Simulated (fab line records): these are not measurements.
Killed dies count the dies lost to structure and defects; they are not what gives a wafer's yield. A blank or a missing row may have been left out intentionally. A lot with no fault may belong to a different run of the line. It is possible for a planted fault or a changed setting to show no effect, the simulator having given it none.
Matching of chambers | flow nandHarc | NHARC_P_CONTACT_CMP_01 on cmp-04: 4 sister chambers
The step polishes SiO2, target thk 200 nm. 14 wafers are shown with their chamber, then 7 later ones without.

## WAFERS, EACH WITH ITS CHAMBER
wafer  | chamber | motorCurrentA (A) | retainingRingPressureFrac
L076.2 | 0       | 11.2              | 1.005
L076.4 | 1       | 13.5              | 1.001
L076.5 | 3       | 10.6              | 1.008
L078.1 | 1       | 13.5              | 1.001
L078.4 | 0       | 11.4              | 1.005
L078.6 | 0       | 11.8              | 1.004
L080.1 | 0       | 12.4              | 0.994
L080.2 | 2       | 12.4              | 1.007
L080.6 | 3       | 11.2              | 0.994
L082.3 | 1       | 13.1              | 1.001
L082.4 | 3       | 11.3              | 1.001
L082.6 | 2       | 12.1              | 0.996
L086.1 | 2       | 12.3              | 1.010
L086.2 | 0       | 12.3              | 0.991

SIGNATURES (means of the wafers above)
reading                   | chamber 0 | chamber 1 | chamber 2 | chamber 3 | scatter within a chamber
motorCurrentA             | 11.820    | 13.367    | 12.267    | 11.033    | 0.396
retainingRingPressureFrac | 0.99980   | 1.00100   | 1.00433   | 1.00100   | 0.00624
Rule: a wafer's distance from a chamber is the root of the sum, over the readings, of the square of ((its reading less the chamber's mean) divided by the reading's scatter). If the next closest chamber is less than 2 further off than the closest, the wafer can't be placed; otherwise it belongs to the closest. The scatter is the square root of a quotient: the sum, over the shown wafers, of each reading's squared deviation from its chamber's mean, divided by wafers minus chambers.

## WAFERS WHOSE CHAMBER IS MISSING
wafer  | motorCurrentA (A) | retainingRingPressureFrac
L086.3 | 12.9              | 1.006
L091.3 | 10.9              | 1.003
L091.4 | 12.6              | 1.004
L091.5 | 12.5              | 1.003
L095.2 | 12.9              | 1.009
L095.5 | 10.8              | 0.998
L095.6 | 12.0              | 1.010

## WHICH CHAMBER EACH WENT THROUGH
wafer  | from the rows above          | in truth
L086.3 | can't be placed: 1 or 2 or 0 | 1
L091.3 | can't be placed: 3 or 0      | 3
L091.4 | can't be placed: 2 or 1 or 0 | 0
L091.5 | can't be placed: 2 or 0 or 1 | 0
L095.2 | can't be placed: 1 or 2 or 0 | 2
L095.5 | can't be placed: 3 or 0      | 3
L095.6 | can't be placed: 2 or 0 or 3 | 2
Correct placement for 0 of the 7. Can't be placed from these rows: 7 (the true chamber is among the candidates in 7). 0 placed wrongly.
